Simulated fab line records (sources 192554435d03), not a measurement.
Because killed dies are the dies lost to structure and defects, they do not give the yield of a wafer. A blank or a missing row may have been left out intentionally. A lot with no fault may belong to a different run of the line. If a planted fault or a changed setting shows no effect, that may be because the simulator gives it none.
Which of the tools did it? || flow n5 finfet || 24 lots with 72 wafers sampled at 5 steps, on a route of 1938 steps

## WHAT THE GAUGES SHOWED, per wafer
N5_BEOL_M0_SAQP_THK_MEAS_05.
{"lot": "L074", "measured": "day 5 14:49", "on": "film metro-02", "thk nm (nm)": "59.6 59.0 59.3"}
{"lot": "L075", "measured": "day 5 21:47", "on": "film metro-02", "thk nm (nm)": "59.2 59.6 59.3"}
{"lot": "L076", "measured": "day 6 02:37", "on": "film metro-01", "thk nm (nm)": "59.3 59.9 59.9"}
{"lot": "L077", "measured": "day 6 06:19", "on": "film metro-02", "thk nm (nm)": "60.2 59.9 59.8"}
{"lot": "L078", "measured": "day 6 10:25", "on": "film metro-01", "thk nm (nm)": "60.2 60.5 59.8"}
{"lot": "L079", "measured": "day 6 18:51", "on": "film metro-01", "thk nm (nm)": "59.7 60.2 59.7"}
{"lot": "L080", "measured": "day 6 20:48", "on": "film metro-01", "thk nm (nm)": "59.9 59.1 61.2"}
{"lot": "L081", "measured": "day 7 12:23", "on": "film metro-02", "thk nm (nm)": "59.2 58.8 60.1"}
{"lot": "L082", "measured": "day 7 16:05", "on": "film metro-01", "thk nm (nm)": "59.3 59.0 60.4"}
{"lot": "L083", "measured": "day 7 21:59", "on": "film metro-02", "thk nm (nm)": "59.3 60.4 60.0"}
{"lot": "L084", "measured": "day 8 00:08", "on": "film metro-02", "thk nm (nm)": "59.4 59.3 60.7"}
{"lot": "L086", "measured": "day 8 12:41", "on": "film metro-02", "thk nm (nm)": "60.0 61.0 60.8"}
{"lot": "L085", "measured": "day 8 15:46", "on": "film metro-01", "thk nm (nm)": "59.1 59.1 59.7"}
{"lot": "L087", "measured": "day 8 20:57", "on": "film metro-02", "thk nm (nm)": "59.7 60.3 60.6"}
{"lot": "L088", "measured": "day 9 00:18", "on": "film metro-02", "thk nm (nm)": "59.6 60.1 60.9"}
{"lot": "L089", "measured": "day 9 08:40", "on": "film metro-02", "thk nm (nm)": "60.1 59.7 61.1"}
{"lot": "L090", "measured": "day 9 09:21", "on": "film metro-02", "thk nm (nm)": "59.8 60.2 60.8"}
{"lot": "L091", "measured": "day 9 14:32", "on": "film metro-01", "thk nm (nm)": "60.4 61.1 61.1"}
{"lot": "L092", "measured": "day 9 19:40", "on": "film metro-01", "thk nm (nm)": "59.9 59.1 60.4"}
{"lot": "L093", "measured": "day 10 04:14", "on": "film metro-02", "thk nm (nm)": "61.1 60.1 59.7"}
{"lot": "L094", "measured": "day 10 09:50", "on": "film metro-01", "thk nm (nm)": "59.8 59.7 60.2"}
{"lot": "L095", "measured": "day 10 13:59", "on": "film metro-02", "thk nm (nm)": "58.7 59.6 59.7"}
{"lot": "L096", "measured": "day 10 18:27", "on": "film metro-02", "thk nm (nm)": "59.7 59.8 58.4"}
{"lot": "L097", "measured": "day 11 02:03", "on": "film metro-01", "thk nm (nm)": "60.1 61.1 61.4"}

## WHICH TOOL RAN EACH LOT (tool, then ch and the chambers of the sampled wafers, then the start)
{"lot": "L074", "N5_MOL_CONTACT_COAG_ALD_133": "ald sin-04 ch 0,2,3, day 5 08:56", "N5_MOL_CONTACT_COAG_ETCH_124": "rie diel-04 ch 0,1,2, day 5 09:28", "N5_MOL_CONTACT_COAG_CVD_140": "cvd w-01 ch 0,1, day 5 09:56", "N5_MOL_CONTACT_COAG_CMP_52": "cmp-01 ch 1,2,3, day 5 10:15"}
{"lot": "L075", "N5_MOL_CONTACT_COAG_ALD_133": "ald sin-04 ch 0,2,3, day 5 14:18", "N5_MOL_CONTACT_COAG_ETCH_124": "rie diel-04 ch 0,2,3, day 5 14:40", "N5_MOL_CONTACT_COAG_CVD_140": "cvd w-01 ch 0,1, day 5 15:07", "N5_MOL_CONTACT_COAG_CMP_52": "cmp-02 ch 0,1,2, day 5 15:29"}
{"lot": "L076", "N5_MOL_CONTACT_COAG_ALD_133": "ald sin-02 ch 0,3, day 5 20:06", "N5_MOL_CONTACT_COAG_ETCH_124": "rie diel-04 ch 0,1,2, day 5 20:28", "N5_MOL_CONTACT_COAG_CVD_140": "cvd w-01 ch 0,1, day 5 20:55", "N5_MOL_CONTACT_COAG_CMP_52": "cmp-01 ch 1,2,3, day 5 21:21"}
{"lot": "L077", "N5_MOL_CONTACT_COAG_ALD_133": "ald sin-02 ch 0,2,3, day 5 23:47", "N5_MOL_CONTACT_COAG_ETCH_124": "rie diel-04 ch 0,3, day 6 00:08", "N5_MOL_CONTACT_COAG_CVD_140": "cvd w-02 ch 0,1, day 6 00:36", "N5_MOL_CONTACT_COAG_CMP_52": "cmp-01 ch 2,3, day 6 00:58"}
{"lot": "L078", "N5_MOL_CONTACT_COAG_ALD_133": "ald sin-02 ch 1,2,3, day 6 04:49", "N5_MOL_CONTACT_COAG_ETCH_124": "rie diel-04 ch 0,3, day 6 05:11", "N5_MOL_CONTACT_COAG_CVD_140": "cvd w-02 ch 0,1, day 6 05:38", "N5_MOL_CONTACT_COAG_CMP_52": "cmp-04 ch 0,1,2, day 6 06:04"}
{"lot": "L079", "N5_MOL_CONTACT_COAG_ALD_133": "ald sin-04 ch 0,1,3, day 6 11:37", "N5_MOL_CONTACT_COAG_ETCH_124": "rie diel-02 ch 1,3, day 6 11:58", "N5_MOL_CONTACT_COAG_CVD_140": "cvd w-02 ch 0,1, day 6 12:31", "N5_MOL_CONTACT_COAG_CMP_52": "cmp-02 ch 0,1,3, day 6 12:47"}
{"lot": "L080", "N5_MOL_CONTACT_COAG_ALD_133": "ald sin-03 ch 0,2,3, day 6 15:22", "N5_MOL_CONTACT_COAG_ETCH_124": "rie diel-05 ch 0,1,3, day 6 15:44", "N5_MOL_CONTACT_COAG_CVD_140": "cvd w-01 ch 0,1, day 6 16:11", "N5_MOL_CONTACT_COAG_CMP_52": "cmp-02 ch 0,1,2, day 6 16:35"}
{"lot": "L081", "N5_MOL_CONTACT_COAG_ALD_133": "ald sin-02 ch 1,3, day 7 06:32", "N5_MOL_CONTACT_COAG_ETCH_124": "rie diel-05 ch 1,2,3, day 7 06:53", "N5_MOL_CONTACT_COAG_CVD_140": "cvd w-02 ch 1, day 7 07:22", "N5_MOL_CONTACT_COAG_CMP_52": "cmp-01 ch 2,3, day 7 07:41"}
{"lot": "L082", "N5_MOL_CONTACT_COAG_ALD_133": "ald sin-02 ch 0,2, day 7 06:41", "N5_MOL_CONTACT_COAG_ETCH_124": "rie diel-02 ch 1,3, day 7 07:03", "N5_MOL_CONTACT_COAG_CVD_140": "cvd w-01 ch 0,1, day 7 07:33", "N5_MOL_CONTACT_COAG_CMP_52": "cmp-01 ch 1,2, day 7 07:56"}
{"lot": "L083", "N5_MOL_CONTACT_COAG_ALD_133": "ald sin-03 ch 0,3, day 7 14:38", "N5_MOL_CONTACT_COAG_ETCH_124": "rie diel-04 ch 0,2, day 7 14:59", "N5_MOL_CONTACT_COAG_CVD_140": "cvd w-02 ch 1, day 7 15:26", "N5_MOL_CONTACT_COAG_CMP_52": "cmp-04 ch 1,2,3, day 7 15:49"}
{"lot": "L084", "N5_MOL_CONTACT_COAG_ALD_133": "ald sin-02 ch 1,3, day 7 18:08", "N5_MOL_CONTACT_COAG_ETCH_124": "rie diel-04 ch 0,2,3, day 7 18:29", "N5_MOL_CONTACT_COAG_CVD_140": "cvd w-01 ch 0, day 7 19:02", "N5_MOL_CONTACT_COAG_CMP_52": "cmp-04 ch 0,1, day 7 19:36"}
{"lot": "L086", "N5_MOL_CONTACT_COAG_ALD_133": "ald sin-04 ch 1,3, day 8 06:33", "N5_MOL_CONTACT_COAG_ETCH_124": "rie diel-04 ch 0,2,3, day 8 06:57", "N5_MOL_CONTACT_COAG_CVD_140": "cvd w-01 ch 0,1, day 8 07:25", "N5_MOL_CONTACT_COAG_CMP_52": "cmp-02 ch 0,2, day 8 07:46"}
{"lot": "L085", "N5_MOL_CONTACT_COAG_ALD_133": "ald sin-03 ch 2,3, day 8 07:26", "N5_MOL_CONTACT_COAG_ETCH_124": "rie diel-05 ch 0,1, day 8 07:49", "N5_MOL_CONTACT_COAG_CVD_140": "cvd w-01 ch 0,1, day 8 08:16", "N5_MOL_CONTACT_COAG_CMP_52": "cmp-01 ch 0,1,3, day 8 08:37"}
{"lot": "L087", "N5_MOL_CONTACT_COAG_ALD_133": "ald sin-04 ch 1,2, day 8 15:13", "N5_MOL_CONTACT_COAG_ETCH_124": "rie diel-04 ch 1,2, day 8 15:35", "N5_MOL_CONTACT_COAG_CVD_140": "cvd w-02 ch 0, day 8 16:08", "N5_MOL_CONTACT_COAG_CMP_52": "cmp-02 ch 1,2, day 8 16:44"}
{"lot": "L088", "N5_MOL_CONTACT_COAG_ALD_133": "ald sin-04 ch 0,1,2, day 8 16:32", "N5_MOL_CONTACT_COAG_ETCH_124": "rie diel-02 ch 0,2,3, day 8 16:54", "N5_MOL_CONTACT_COAG_CVD_140": "cvd w-02 ch 0, day 8 17:26", "N5_MOL_CONTACT_COAG_CMP_52": "cmp-04 ch 2,3, day 8 18:00"}
{"lot": "L089", "N5_MOL_CONTACT_COAG_ALD_133": "ald sin-02 ch 1,2,3, day 9 00:32", "N5_MOL_CONTACT_COAG_ETCH_124": "rie diel-04 ch 1,2,3, day 9 00:54", "N5_MOL_CONTACT_COAG_CVD_140": "cvd w-02 ch 0,1, day 9 01:22", "N5_MOL_CONTACT_COAG_CMP_52": "cmp-02 ch 1,3, day 9 01:43"}
{"lot": "L090", "N5_MOL_CONTACT_COAG_ALD_133": "ald sin-04 ch 0,1,2, day 9 03:19", "N5_MOL_CONTACT_COAG_ETCH_124": "rie diel-02 ch 0,1,3, day 9 03:41", "N5_MOL_CONTACT_COAG_CVD_140": "cvd w-01 ch 0,1, day 9 04:08", "N5_MOL_CONTACT_COAG_CMP_52": "cmp-01 ch 0,2,3, day 9 04:32"}
{"lot": "L091", "N5_MOL_CONTACT_COAG_ALD_133": "ald sin-02 ch 1,3, day 9 08:10", "N5_MOL_CONTACT_COAG_ETCH_124": "rie diel-04 ch 0,1,3, day 9 08:38", "N5_MOL_CONTACT_COAG_CVD_140": "cvd w-01 ch 0,1, day 9 09:10", "N5_MOL_CONTACT_COAG_CMP_52": "cmp-04 ch 2,3, day 9 09:24"}
{"lot": "L092", "N5_MOL_CONTACT_COAG_ALD_133": "ald sin-02 ch 0,1,3, day 9 14:25", "N5_MOL_CONTACT_COAG_ETCH_124": "rie diel-04 ch 0,1,2, day 9 14:46", "N5_MOL_CONTACT_COAG_CVD_140": "cvd w-02 ch 0,1, day 9 15:14", "N5_MOL_CONTACT_COAG_CMP_52": "cmp-04 ch 0,1, day 9 15:36"}
{"lot": "L093", "N5_MOL_CONTACT_COAG_ALD_133": "ald sin-03 ch 0,1, day 9 22:22", "N5_MOL_CONTACT_COAG_ETCH_124": "rie diel-05 ch 0,1,2, day 9 22:44", "N5_MOL_CONTACT_COAG_CVD_140": "cvd w-01 ch 0,1, day 9 23:17", "N5_MOL_CONTACT_COAG_CMP_52": "cmp-04 ch 0,1,2, day 9 23:35"}
{"lot": "L094", "N5_MOL_CONTACT_COAG_ALD_133": "ald sin-02 ch 0,1,2, day 10 03:46", "N5_MOL_CONTACT_COAG_ETCH_124": "rie diel-02 ch 1,2,3, day 10 04:08", "N5_MOL_CONTACT_COAG_CVD_140": "cvd w-01 ch 0,1, day 10 04:35", "N5_MOL_CONTACT_COAG_CMP_52": "cmp-01 ch 0,1,3, day 10 04:56"}
{"lot": "L095", "N5_MOL_CONTACT_COAG_ALD_133": "ald sin-02 ch 0,3, day 10 08:12", "N5_MOL_CONTACT_COAG_ETCH_124": "rie diel-04 ch 1,2, day 10 08:34", "N5_MOL_CONTACT_COAG_CVD_140": "cvd w-01 ch 0,1, day 10 09:02", "N5_MOL_CONTACT_COAG_CMP_52": "cmp-02 ch 2,3, day 10 09:24"}
{"lot": "L096", "N5_MOL_CONTACT_COAG_ALD_133": "ald sin-02 ch 0,3, day 10 12:31", "N5_MOL_CONTACT_COAG_ETCH_124": "rie diel-05 ch 0,1,2, day 10 13:02", "N5_MOL_CONTACT_COAG_CVD_140": "cvd w-02 ch 0,1, day 10 13:29", "N5_MOL_CONTACT_COAG_CMP_52": "cmp-04 ch 0,1,2, day 10 13:50"}
{"lot": "L097", "N5_MOL_CONTACT_COAG_ALD_133": "ald sin-03 ch 0,2,3, day 10 19:20", "N5_MOL_CONTACT_COAG_ETCH_124": "rie diel-04 ch 0,1, day 10 19:41", "N5_MOL_CONTACT_COAG_CVD_140": "cvd w-01 ch 0,1, day 10 20:09", "N5_MOL_CONTACT_COAG_CMP_52": "cmp-04 ch 0,1, day 10 20:31"}
- N5_MOL_CONTACT_COAG_ALD_133: deposits SiO2, target thk 5 nm, pulse time 1 s, co reactant pulse time 1 s.
- N5_MOL_CONTACT_COAG_ETCH_124: etches SiNx in CH3F/O2, stops on SiOC, target depth 6.5 nm.
- N5_MOL_CONTACT_COAG_CVD_140: deposits W, target thk 66.5 nm, time 215 s.
- N5_MOL_CONTACT_COAG_CMP_52: polishes, stops on SiO2, t overpolish 1.5 s, target thk 66.5 nm.

## AS READ BY THE TOOLS THEMSELVES (means over the sampled wafers that have a number; for cases with no such wafer, the mark the record gives instead)
N5_MOL_CONTACT_COAG_ALD_133.
{"lot": "L074", "tool": "ald sin-04", "heater power w (W)": 82, "precursor pulse height rel": 1.029}
{"lot": "L075", "tool": "ald sin-04", "heater power w (W)": 81, "precursor pulse height rel": 0.995}
{"lot": "L076", "tool": "ald sin-02", "heater power w (W)": 84, "precursor pulse height rel": 0.999}
{"lot": "L077", "tool": "ald sin-02", "heater power w (W)": 83, "precursor pulse height rel": 1.005}
{"lot": "L078", "tool": "ald sin-02", "heater power w (W)": 87, "precursor pulse height rel": 0.992}
{"lot": "L079", "tool": "ald sin-04", "heater power w (W)": 84, "precursor pulse height rel": 0.991}
{"lot": "L080", "tool": "ald sin-03", "heater power w (W)": 83, "precursor pulse height rel": 0.985}
{"lot": "L081", "tool": "ald sin-02", "heater power w (W)": 87, "precursor pulse height rel": 0.983}
{"lot": "L082", "tool": "ald sin-02", "heater power w (W)": 84, "precursor pulse height rel": 0.998}
{"lot": "L083", "tool": "ald sin-03", "heater power w (W)": 86, "precursor pulse height rel": 0.998}
{"lot": "L084", "tool": "ald sin-02", "heater power w (W)": 89, "precursor pulse height rel": 1.001}
{"lot": "L086", "tool": "ald sin-04", "heater power w (W)": 86, "precursor pulse height rel": 0.987}
{"lot": "L085", "tool": "ald sin-03", "heater power w (W)": 93, "precursor pulse height rel": 1.015}
{"lot": "L087", "tool": "ald sin-04", "heater power w (W)": 82, "precursor pulse height rel": 1.012}
{"lot": "L088", "tool": "ald sin-04", "heater power w (W)": 79, "precursor pulse height rel": 0.988}
{"lot": "L089", "tool": "ald sin-02", "heater power w (W)": 88, "precursor pulse height rel": 1.002}
{"lot": "L090", "tool": "ald sin-04", "heater power w (W)": 80, "precursor pulse height rel": 1.011}
{"lot": "L091", "tool": "ald sin-02", "heater power w (W)": 86, "precursor pulse height rel": 0.997}
{"lot": "L092", "tool": "ald sin-02", "heater power w (W)": 79, "precursor pulse height rel": 0.983}
{"lot": "L093", "tool": "ald sin-03", "heater power w (W)": 68, "precursor pulse height rel": 1.002}
{"lot": "L094", "tool": "ald sin-02", "heater power w (W)": 80, "precursor pulse height rel": 1.007}
{"lot": "L095", "tool": "ald sin-02", "heater power w (W)": 75, "precursor pulse height rel": 0.991}
{"lot": "L096", "tool": "ald sin-02", "heater power w (W)": 76, "precursor pulse height rel": 0.995}
{"lot": "L097", "tool": "ald sin-03", "heater power w (W)": 84, "precursor pulse height rel": 0.987}

N5_MOL_CONTACT_COAG_ETCH_124.
{"lot": "L074", "tool": "rie diel-04", "drypump motor current A (A)": 6.2, "oes_ar_750_au (a.u.)": 0.86, "oes product au (a.u.)": 0.73, "rf vpp V (V)": 296.2, "showerhead plenum p Torr (Torr)": 2.00, "throttle valve pct (%)": 16.17}
{"lot": "L075", "tool": "rie diel-04", "drypump motor current A (A)": 6.2, "oes_ar_750_au (a.u.)": 0.85, "oes product au (a.u.)": 0.73, "rf vpp V (V)": 298.8, "showerhead plenum p Torr (Torr)": 2.02, "throttle valve pct (%)": 16.17}
{"lot": "L076", "tool": "rie diel-04", "drypump motor current A (A)": 6.2, "oes_ar_750_au (a.u.)": 0.85, "oes product au (a.u.)": 0.73, "rf vpp V (V)": 296.8, "showerhead plenum p Torr (Torr)": 1.99, "throttle valve pct (%)": 16.18}
{"lot": "L077", "tool": "rie diel-04", "drypump motor current A (A)": 6.2, "oes_ar_750_au (a.u.)": 0.86, "oes product au (a.u.)": 0.73, "rf vpp V (V)": 297.9, "showerhead plenum p Torr (Torr)": 2.08, "throttle valve pct (%)": 16.04}
{"lot": "L078", "tool": "rie diel-04", "drypump motor current A (A)": 6.1, "oes_ar_750_au (a.u.)": 0.80, "oes product au (a.u.)": 0.68, "rf vpp V (V)": 298.8, "showerhead plenum p Torr (Torr)": 2.03, "throttle valve pct (%)": 16.13}
{"lot": "L079", "tool": "rie diel-02", "drypump motor current A (A)": 5.6, "oes_ar_750_au (a.u.)": 0.81, "oes product au (a.u.)": 0.70, "rf vpp V (V)": 299.9, "showerhead plenum p Torr (Torr)": 2.10, "throttle valve pct (%)": 16.20}
{"lot": "L080", "tool": "rie diel-05", "drypump motor current A (A)": 5.8, "oes_ar_750_au (a.u.)": 0.75, "oes product au (a.u.)": 0.64, "rf vpp V (V)": 297.8, "showerhead plenum p Torr (Torr)": 2.00, "throttle valve pct (%)": 16.37}
{"lot": "L081", "tool": "rie diel-05", "drypump motor current A (A)": 5.8, "oes_ar_750_au (a.u.)": 0.80, "oes product au (a.u.)": 0.69, "rf vpp V (V)": 298.4, "showerhead plenum p Torr (Torr)": 2.02, "throttle valve pct (%)": 16.38}
{"lot": "L082", "tool": "rie diel-02", "drypump motor current A (A)": 5.6, "oes_ar_750_au (a.u.)": 0.80, "oes product au (a.u.)": 0.69, "rf vpp V (V)": 300.1, "showerhead plenum p Torr (Torr)": 2.10, "throttle valve pct (%)": 16.21}
{"lot": "L083", "tool": "rie diel-04", "drypump motor current A (A)": 6.3, "oes_ar_750_au (a.u.)": 0.88, "oes product au (a.u.)": 0.76, "rf vpp V (V)": 297.1, "showerhead plenum p Torr (Torr)": 2.07, "throttle valve pct (%)": 16.14}
{"lot": "L084", "tool": "rie diel-04", "drypump motor current A (A)": 6.2, "oes_ar_750_au (a.u.)": 0.83, "oes product au (a.u.)": 0.71, "rf vpp V (V)": 298.1, "showerhead plenum p Torr (Torr)": 2.02, "throttle valve pct (%)": 16.21}
{"lot": "L086", "tool": "rie diel-04", "drypump motor current A (A)": 6.2, "oes_ar_750_au (a.u.)": 0.83, "oes product au (a.u.)": 0.71, "rf vpp V (V)": 298.0, "showerhead plenum p Torr (Torr)": 2.02, "throttle valve pct (%)": 16.22}
{"lot": "L085", "tool": "rie diel-05", "drypump motor current A (A)": 5.5, "oes_ar_750_au (a.u.)": 0.76, "oes product au (a.u.)": 0.65, "rf vpp V (V)": 299.2, "showerhead plenum p Torr (Torr)": 2.00, "throttle valve pct (%)": 16.26}
{"lot": "L087", "tool": "rie diel-04", "drypump motor current A (A)": 6.1, "oes_ar_750_au (a.u.)": 0.81, "oes product au (a.u.)": 0.70, "rf vpp V (V)": 296.1, "showerhead plenum p Torr (Torr)": 1.93, "throttle valve pct (%)": 16.36}
{"lot": "L088", "tool": "rie diel-02", "drypump motor current A (A)": 5.9, "oes_ar_750_au (a.u.)": 0.75, "oes product au (a.u.)": 0.65, "rf vpp V (V)": 298.5, "showerhead plenum p Torr (Torr)": 2.05, "throttle valve pct (%)": 16.21}
{"lot": "L089", "tool": "rie diel-04", "drypump motor current A (A)": 6.1, "oes_ar_750_au (a.u.)": 0.77, "oes product au (a.u.)": 0.66, "rf vpp V (V)": 296.6, "showerhead plenum p Torr (Torr)": 1.94, "throttle valve pct (%)": 16.29}
{"lot": "L090", "tool": "rie diel-02", "drypump motor current A (A)": 5.6, "oes_ar_750_au (a.u.)": 0.80, "oes product au (a.u.)": 0.68, "rf vpp V (V)": 299.3, "showerhead plenum p Torr (Torr)": 2.10, "throttle valve pct (%)": 16.14}
{"lot": "L091", "tool": "rie diel-04", "drypump motor current A (A)": 6.1, "oes_ar_750_au (a.u.)": 0.77, "oes product au (a.u.)": 0.66, "rf vpp V (V)": 296.8, "showerhead plenum p Torr (Torr)": 1.99, "throttle valve pct (%)": 16.17}
{"lot": "L092", "tool": "rie diel-04", "drypump motor current A (A)": 6.2, "oes_ar_750_au (a.u.)": 0.81, "oes product au (a.u.)": 0.70, "rf vpp V (V)": 296.0, "showerhead plenum p Torr (Torr)": 1.98, "throttle valve pct (%)": 16.24}
{"lot": "L093", "tool": "rie diel-05", "drypump motor current A (A)": 5.6, "oes_ar_750_au (a.u.)": 0.80, "oes product au (a.u.)": 0.68, "rf vpp V (V)": 298.7, "showerhead plenum p Torr (Torr)": 2.02, "throttle valve pct (%)": 16.29}
{"lot": "L094", "tool": "rie diel-02", "drypump motor current A (A)": 5.9, "oes_ar_750_au (a.u.)": 0.84, "oes product au (a.u.)": 0.72, "rf vpp V (V)": 299.4, "showerhead plenum p Torr (Torr)": 2.04, "throttle valve pct (%)": 16.16}
{"lot": "L095", "tool": "rie diel-04", "drypump motor current A (A)": 6.1, "oes_ar_750_au (a.u.)": 0.80, "oes product au (a.u.)": 0.68, "rf vpp V (V)": 296.2, "showerhead plenum p Torr (Torr)": 1.92, "throttle valve pct (%)": 16.39}
{"lot": "L096", "tool": "rie diel-05", "drypump motor current A (A)": 5.6, "oes_ar_750_au (a.u.)": 0.79, "oes product au (a.u.)": 0.67, "rf vpp V (V)": 300.3, "showerhead plenum p Torr (Torr)": 2.01, "throttle valve pct (%)": 16.29}
{"lot": "L097", "tool": "rie diel-04", "drypump motor current A (A)": 6.3, "oes_ar_750_au (a.u.)": 0.81, "oes product au (a.u.)": 0.69, "rf vpp V (V)": 296.2, "showerhead plenum p Torr (Torr)": 2.04, "throttle valve pct (%)": 16.13}

N5_MOL_CONTACT_COAG_CVD_140.
{"lot": "L074", "tool": "cvd w-01", "heater power w (W)": 490}
{"lot": "L075", "tool": "cvd w-01", "heater power w (W)": 463}
{"lot": "L076", "tool": "cvd w-01", "heater power w (W)": 485}
{"lot": "L077", "tool": "cvd w-02", "heater power w (W)": 561}
{"lot": "L078", "tool": "cvd w-02", "heater power w (W)": 576}
{"lot": "L079", "tool": "cvd w-02", "heater power w (W)": 560}
{"lot": "L080", "tool": "cvd w-01", "heater power w (W)": 487}
{"lot": "L081", "tool": "cvd w-02", "heater power w (W)": 542}
{"lot": "L082", "tool": "cvd w-01", "heater power w (W)": 485}
{"lot": "L083", "tool": "cvd w-02", "heater power w (W)": 537}
{"lot": "L084", "tool": "cvd w-01", "heater power w (W)": 506}
{"lot": "L086", "tool": "cvd w-01", "heater power w (W)": 489}
{"lot": "L085", "tool": "cvd w-01", "heater power w (W)": 479}
{"lot": "L087", "tool": "cvd w-02", "heater power w (W)": 601}
{"lot": "L088", "tool": "cvd w-02", "heater power w (W)": 603}
{"lot": "L089", "tool": "cvd w-02", "heater power w (W)": 563}
{"lot": "L090", "tool": "cvd w-01", "heater power w (W)": 487}
{"lot": "L091", "tool": "cvd w-01", "heater power w (W)": 482}
{"lot": "L092", "tool": "cvd w-02", "heater power w (W)": 563}
{"lot": "L093", "tool": "cvd w-01", "heater power w (W)": 484}
{"lot": "L094", "tool": "cvd w-01", "heater power w (W)": 468}
{"lot": "L095", "tool": "cvd w-01", "heater power w (W)": 481}
{"lot": "L096", "tool": "cvd w-02", "heater power w (W)": 557}
{"lot": "L097", "tool": "cvd w-01", "heater power w (W)": 488}

N5_MOL_CONTACT_COAG_CMP_52.
{"lot": "L074", "tool": "cmp-01", "edge zone pressure frac": 1.000, "motor current A (A)": 11.9, "overpolish run s (s)": 1.499, "platen rpm (rpm)": 50.30, "time to endpoint s (s)": 14.5}
{"lot": "L075", "tool": "cmp-02", "edge zone pressure frac": 1.000, "motor current A (A)": 12.0, "overpolish run s (s)": 1.503, "platen rpm (rpm)": 50.29, "time to endpoint s (s)": 13.4}
{"lot": "L076", "tool": "cmp-01", "edge zone pressure frac": 1.004, "motor current A (A)": 11.7, "overpolish run s (s)": 1.495, "platen rpm (rpm)": 50.27, "time to endpoint s (s)": 10.3}
{"lot": "L077", "tool": "cmp-01", "edge zone pressure frac": 1.004, "motor current A (A)": 11.2, "overpolish run s (s)": 1.496, "platen rpm (rpm)": 50.32, "time to endpoint s (s)": 13.4}
{"lot": "L078", "tool": "cmp-04", "edge zone pressure frac": 1.001, "motor current A (A)": 12.5, "overpolish run s (s)": 1.496, "platen rpm (rpm)": 50.32, "time to endpoint s (s)": 14.3}
{"lot": "L079", "tool": "cmp-02", "edge zone pressure frac": 1.003, "motor current A (A)": 11.4, "overpolish run s (s)": 1.489, "platen rpm (rpm)": 50.27, "time to endpoint s (s)": 11.2}
{"lot": "L080", "tool": "cmp-02", "edge zone pressure frac": 1.000, "motor current A (A)": 11.8, "overpolish run s (s)": 1.507, "platen rpm (rpm)": 50.29, "time to endpoint s (s)": 12.7}
{"lot": "L081", "tool": "cmp-01", "edge zone pressure frac": 0.999, "motor current A (A)": 10.8, "overpolish run s (s)": 1.502, "platen rpm (rpm)": 50.30, "time to endpoint s (s)": 17.2}
{"lot": "L082", "tool": "cmp-01", "edge zone pressure frac": 0.996, "motor current A (A)": 12.8, "overpolish run s (s)": 1.499, "platen rpm (rpm)": 50.28, "time to endpoint s (s)": 13.9}
{"lot": "L083", "tool": "cmp-04", "edge zone pressure frac": 1.000, "motor current A (A)": 12.8, "overpolish run s (s)": 1.502, "platen rpm (rpm)": 50.29, "time to endpoint s (s)": 11.3}
{"lot": "L084", "tool": "cmp-04", "edge zone pressure frac": 1.000, "motor current A (A)": 12.3, "overpolish run s (s)": 1.501, "platen rpm (rpm)": 50.30, "time to endpoint s (s)": 14.1}
{"lot": "L086", "tool": "cmp-02", "edge zone pressure frac": 0.998, "motor current A (A)": 12.1, "overpolish run s (s)": 1.496, "platen rpm (rpm)": 50.31, "time to endpoint s (s)": 15.1}
{"lot": "L085", "tool": "cmp-01", "edge zone pressure frac": 1.001, "motor current A (A)": 11.8, "overpolish run s (s)": 1.504, "platen rpm (rpm)": 50.29, "time to endpoint s (s)": 14.4}
{"lot": "L087", "tool": "cmp-02", "edge zone pressure frac": 1.000, "motor current A (A)": 12.2, "overpolish run s (s)": 1.505, "platen rpm (rpm)": 50.27, "time to endpoint s (s)": 11.6}
{"lot": "L088", "tool": "cmp-04", "edge zone pressure frac": 0.997, "motor current A (A)": 13.1, "overpolish run s (s)": 1.506, "platen rpm (rpm)": 50.27, "time to endpoint s (s)": 13.7}
{"lot": "L089", "tool": "cmp-02", "edge zone pressure frac": 1.000, "motor current A (A)": 12.0, "overpolish run s (s)": 1.489, "platen rpm (rpm)": 50.26, "time to endpoint s (s)": 13.6}
{"lot": "L090", "tool": "cmp-01", "edge zone pressure frac": 1.002, "motor current A (A)": 11.4, "overpolish run s (s)": 1.501, "platen rpm (rpm)": 50.24, "time to endpoint s (s)": 16.2}
{"lot": "L091", "tool": "cmp-04", "edge zone pressure frac": 1.001, "motor current A (A)": 13.3, "overpolish run s (s)": 1.501, "platen rpm (rpm)": 50.27, "time to endpoint s (s)": 12.4}
{"lot": "L092", "tool": "cmp-04", "edge zone pressure frac": 1.002, "motor current A (A)": 11.6, "overpolish run s (s)": 1.502, "platen rpm (rpm)": 50.31, "time to endpoint s (s)": 12.9}
{"lot": "L093", "tool": "cmp-04", "edge zone pressure frac": 0.998, "motor current A (A)": 12.2, "overpolish run s (s)": 1.498, "platen rpm (rpm)": 50.29, "time to endpoint s (s)": 13.1}
{"lot": "L094", "tool": "cmp-01", "edge zone pressure frac": 0.999, "motor current A (A)": 12.1, "overpolish run s (s)": 1.496, "platen rpm (rpm)": 50.24, "time to endpoint s (s)": 15.0}
{"lot": "L095", "tool": "cmp-02", "edge zone pressure frac": 0.999, "motor current A (A)": 12.2, "overpolish run s (s)": 1.497, "platen rpm (rpm)": 50.30, "time to endpoint s (s)": 16.1}
{"lot": "L096", "tool": "cmp-04", "edge zone pressure frac": 0.997, "motor current A (A)": 12.5, "overpolish run s (s)": 1.506, "platen rpm (rpm)": 50.27, "time to endpoint s (s)": 18.1}
{"lot": "L097", "tool": "cmp-04", "edge zone pressure frac": 1.001, "motor current A (A)": 12.0, "overpolish run s (s)": 1.502, "platen rpm (rpm)": 50.31, "time to endpoint s (s)": 13.7}

## THE ANSWER, worked out from the rows above alone
Rule: what is usual is taken from the lots themselves. Put in order of their means at a reading, lots are off if they are a third of the lots or fewer, leave a main group of 4 or more, and stand apart from it by a gap of 3 or more times the standard deviation of the main group's means; of several such gaps the widest counts. The tables above print the reading to a certain number of digits; a main group whose means all agree to those digits is not used. A lot without any number at a reading at which 4 lots or more have one is off too. Any other lot the step has rows for is counted as sound. The gauges are gone through in route order, then the tools' own readings, and for those a lot's mean is taken as printed above. At the first step where some lot is off, the reading lying furthest off is the one used; lots without a number count as furthest.
Across all readings shown, no lot is off: no conclusion can be drawn from this.

## WHAT THE SIMULATOR HAD INSERTED
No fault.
